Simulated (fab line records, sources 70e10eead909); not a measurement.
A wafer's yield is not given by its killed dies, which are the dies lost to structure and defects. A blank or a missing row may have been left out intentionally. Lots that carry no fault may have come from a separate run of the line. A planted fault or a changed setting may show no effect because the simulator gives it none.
8D (eight disciplines) problem report, filled in by code || flow nandHarc || the parts of the form that need people (team, actions taken, sign-off) are left out

1. PROBLEM STATEMENT
Mean of rawDefectCount at NHARC_A_CHANNEL_HOLE_D1_INSPECT_40: 558 across 3 wafers in 2 lots; on wafers with no fault it is 65 (standard deviation 16). Measured from the usual mean, that is +31 standard deviations.
First observed at day 10 09:23: wafer L361.3, on defectInspect-01. At this step, 33 wafers from 11 lots have a number in the record. Rule for "out", or "out of limits": more than 4 standard deviations from the usual mean. Any other wafer with a number is counted as sound.

2. WHAT IT IS; WHAT IT IS NOT
{"question": "which readings at this step", "is": "rawDefectCount", "is not": "-"}
{"question": "which lots", "is": "L361, L362", "is not": "L353, L354, L367, L369, L371, L372, L374, L375, L376"}
{"question": "which wafers of those lots", "is": "L361.3, L361.6, L362.5", "is not": "L361.5, L362.1, L362.3"}
{"question": "read on which gauges", "is": "defectInspect-01", "is not": "defectInspect-02"}
{"question": "when", "is": "from day 10 09:23", "is not": "up to then (7 sound wafers); but 23 sound wafers of L362, L367, L369, L371, L372, L374, L375, L376 came after"}

3. WHAT RULES OUT EACH SUSPECT
Counting: if a tool at a process step up to the reading ran every lot that is out, it stays a suspect. Sound lots after the first of them don't rule it out here, since some wafers of a struck lot are sound.
- the gauge at NHARC_A_CHANNEL_HOLE_D1_INSPECT_40 is ruled out. All the wafers that are out were read on defectInspect-01, but those of them that NHARC_END_SORT_01 has rows for are out there too, on other tools.
- rieDiel-09 at NHARC_A_CHANNEL_HOLE_D1_ETCH_39 (etches the open film in N2/H2, target depth 260 nm, time 325 s): kept. It processed each lot that is out (first: L361, day 10 05:21); up to then, its last sound lot is L354 (day 8 18:31). NHARC_A_CHANNEL_HOLE_D1_ETCH_39: start missing for some lots; hours and lot order therefore follow NHARC_A_CHANNEL_HOLE_D1_ETCH_23.
- harEtch-01 at NHARC_A_CHANNEL_HOLE_D1_ETCH_23 (etches the open film in C4F8/O2/Ar, time 819 s, target depth 1600 nm): kept. It processed each lot that is out (first: L361, day 10 05:21); up to then, its last sound lot is L354 (day 8 18:31).
- harEtch-01 at NHARC_A_CHANNEL_HOLE_D1_ETCH_33 (etches the open film in C4F8/O2/Ar, time 90 s, target depth 400 nm): kept. It processed each lot that is out (first: L361, day 10 07:43); up to then, its last sound lot is L354 (day 8 20:54).
- The sound lot-mates ran in chamber 1 of harEtch-01 at NHARC_A_CHANNEL_HOLE_D1_ETCH_23, but the wafers that are out ran in chamber 0.
- The sound lot-mates ran in chamber 1 of harEtch-01 at NHARC_A_CHANNEL_HOLE_D1_ETCH_33, but the wafers that are out ran in chamber 0.
Still standing after the count: rieDiel-09 at NHARC_A_CHANNEL_HOLE_D1_ETCH_39, harEtch-01 at NHARC_A_CHANNEL_HOLE_D1_ETCH_23, harEtch-01 at NHARC_A_CHANNEL_HOLE_D1_ETCH_33.

4. THE CAUSE (what the simulator had put in)
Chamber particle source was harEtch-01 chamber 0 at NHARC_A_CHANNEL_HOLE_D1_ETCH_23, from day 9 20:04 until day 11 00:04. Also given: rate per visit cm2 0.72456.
This tool is one of the 3 suspects left after counting.

5. SEQUENCE OF EFFECTS, ordered by route
Each row: a reading whose mean over the struck wafers that have a number lies more than 3 standard deviations from the usual. Only readings for which the record gives a usual standard deviation are gone through. hours: the time from each lot's start at the first step in this table that gives one to its start at this step, as a median over the lots. sigmas: the change in usual standard deviations.
{"hours": 0, "step": "NHARC_A_CHANNEL_HOLE_D1_INSPECT_40", "reading": "rawDefectCount", "usual": 65, "on struck wafers": 558, "change": "+493", "sigmas": "+31"}
{"hours": 334, "step": "NHARC_END_SORT_01", "reading": "killedAtArray", "usual": 27, "on struck wafers": 91, "change": "+64", "sigmas": "+5.3"}
{"hours": 334, "step": "NHARC_END_SORT_01", "reading": "killedDies", "usual": 31, "on struck wafers": 95, "change": "+64", "sigmas": "+5.3"}

6. WHAT WOULD HAVE CAUGHT IT SOONER
The first out-of-limits reading at a measuring or inspecting step in this record came at day 10 09:23, 13 hours after the fault's start at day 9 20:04.
Tool readings at NHARC_A_CHANNEL_HOLE_D1_ETCH_23 with a usual standard deviation given in the record: none out on any struck wafer, hence no alarm at a limit of 4 standard deviations on them.
Among the 2 lots that are out, L362 began NHARC_A_CHANNEL_HOLE_D1_ETCH_23 on harEtch-01 after day 10 09:23. Holding the tool at that time would have saved it.
